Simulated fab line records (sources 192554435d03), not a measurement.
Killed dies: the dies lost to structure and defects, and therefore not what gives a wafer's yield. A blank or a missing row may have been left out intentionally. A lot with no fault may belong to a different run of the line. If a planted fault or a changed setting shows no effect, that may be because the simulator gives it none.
Which of the tools did it? + flow n5-finfet + 12 lots, 36 wafers sampled, at 2 steps of a route of 1938

WHAT THE GAUGES SHOWED, per wafer
N5_BEOL_M4_OVL_MEAS_29.
| lot  | measured     | on         | V3_OVL (nm)   |
|------|--------------|------------|---------------|
| L074 | day 7 20:53  | overlay-01 | 0.2 -0.9 -1.3 |
| L077 | day 8 10:52  | overlay-01 | 1.2 0.7 0.4   |
| L079 | day 9 04:43  | overlay-02 | -0.2 0.0 -0.1 |
| L080 | day 9 06:31  | overlay-02 | -0.6 -0.4 0.2 |
| L084 | day 10 08:45 | overlay-02 | 0.2 0.4 -0.2  |
| L085 | day 10 09:53 | overlay-01 | -0.2 0.3 -0.1 |
| L087 | day 10 21:55 | overlay-02 | 0.3 -0.7 -0.1 |
| L089 | day 11 07:20 | overlay-01 | 0.4 -0.5 1.7  |
| L091 | day 11 12:04 | overlay-02 | -0.6 -1.0 0.2 |
| L092 | day 12 13:11 | overlay-02 | -0.4 0.6 -0.3 |
| L094 | day 13 00:07 | overlay-02 | -0.7 0.6 -0.3 |
| L097 | day 13 02:19 | overlay-01 | 0.5 0.4 -0.6  |

WHICH TOOL RAN EACH LOT (tool, then ch and the chambers of the sampled wafers, then the start)
| lot  | N5_BEOL_M4_ILD_DEP_00           |
|------|---------------------------------|
| L074 | pecvd-02 ch 0,2, day 7 19:03    |
| L077 | pecvd-03 ch 0,2, day 8 06:58    |
| L079 | pecvd-04 ch 1,2, day 9 01:55    |
| L080 | pecvd-03 ch 0,1,2, day 9 03:47  |
| L084 | pecvd-04 ch 0,2, day 10 05:14   |
| L085 | pecvd-03 ch 0,1, day 10 08:25   |
| L087 | pecvd-03 ch 0,1, day 10 19:35   |
| L089 | pecvd-03 ch 0,1,2, day 11 05:15 |
| L091 | pecvd-02 ch 0,1, day 11 10:35   |
| L092 | pecvd-03 ch 0,2, day 12 11:29   |
| L094 | pecvd-02 ch 0,1, day 12 21:41   |
| L097 | pecvd-02 ch 0,2, day 12 23:56   |
- N5_BEOL_M4_ILD_DEP_00: deposits SiOC from DEMS/O2, target thk 79 nm, time 15.3 s.

THE ANSWER, worked out from the rows above alone
Rule: usual is defined by the lots themselves. The widest of any qualifying gaps counts: lots, ordered by their means at a reading, are off when they make up no more than a third of the lots, leave a main group of 4 or more, and stand apart from it by 3 or more times the standard deviation of that group's means. If all means in a main group match to the digits the tables above print for the reading, that group is not used. A lot without any number at a reading at which 4 lots or more have one is off too. Any other lot the step has rows for is counted as sound.
Across all readings shown, no lot is off: no conclusion can be drawn from this.

WHAT THE SIMULATOR PUT IN
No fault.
